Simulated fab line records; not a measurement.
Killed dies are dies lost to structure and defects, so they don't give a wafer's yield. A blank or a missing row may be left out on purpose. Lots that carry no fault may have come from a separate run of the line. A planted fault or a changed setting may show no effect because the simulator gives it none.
Chamber matching | flow nand-harc | NHARC_A_CONTACT_ETCH_76 on rie-diel-10: 4 sister chambers
The step etches the open film in N2/H2, target depth 260 nm, time 475.3 s. 8 wafers are shown with their chamber, then 7 later ones without.

## WAFERS PAIRED WITH THEIR CHAMBERS
wafer  | chamber | showerhead-plenum-p-Torr (Torr) | rf-vpp-V (V)
L623.4 | 2       | 1.91                            | 425
L623.6 | 3       | 1.93                            | 428
L626.2 | 2       | 1.91                            | 428
L628.5 | 3       | 1.92                            | 428
L628.6 | 0       | 2.16                            | 435
L629.1 | 1       | 2.09                            | 433
L629.2 | 0       | 2.16                            | 436
L629.5 | 1       | 2.09                            | 432

## WAFERS MISSING THEIR CHAMBER
wafer  | showerhead-plenum-p-Torr (Torr) | rf-vpp-V (V)
L633.5 | 1.92                            | 428
L632.5 | 2.15                            | 433
L632.6 | 2.09                            | 432
L631.5 | 1.92                            | 427
L642.3 | 2.15                            | 435
L642.4 | 1.90                            | 426
L642.5 | 1.92                            | 428

## EACH ONE'S CHAMBER
wafer  | from the rows above     | in truth
L633.5 | can't be placed: 3 or 2 | 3
L632.5 | 0                       | 0
L632.6 | 1                       | 1
L631.5 | can't be placed: 3 or 2 | 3
L642.3 | 0                       | 0
L642.4 | 2                       | 2
L642.5 | can't be placed: 3 or 2 | 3
Correctly placed: 4 of 7. Not placeable from these rows: 3 (in 3, the candidates include the true chamber). Wrongly placed: 0.
How it was worked out, from the rows above alone: a wafer's distance from a chamber is the root of the sum, over the readings, of the square of ((its reading less the chamber's mean) divided by the reading's scatter). If the next closest chamber is less than 2 further off than the closest, the wafer can't be placed; otherwise it belongs to the closest. For every chamber, the mean is computed from those of its wafers that are shown. The scatter: take each reading less its chamber's mean, square it, sum over the shown wafers, divide by the number of wafers less the number of chambers, and take the root.
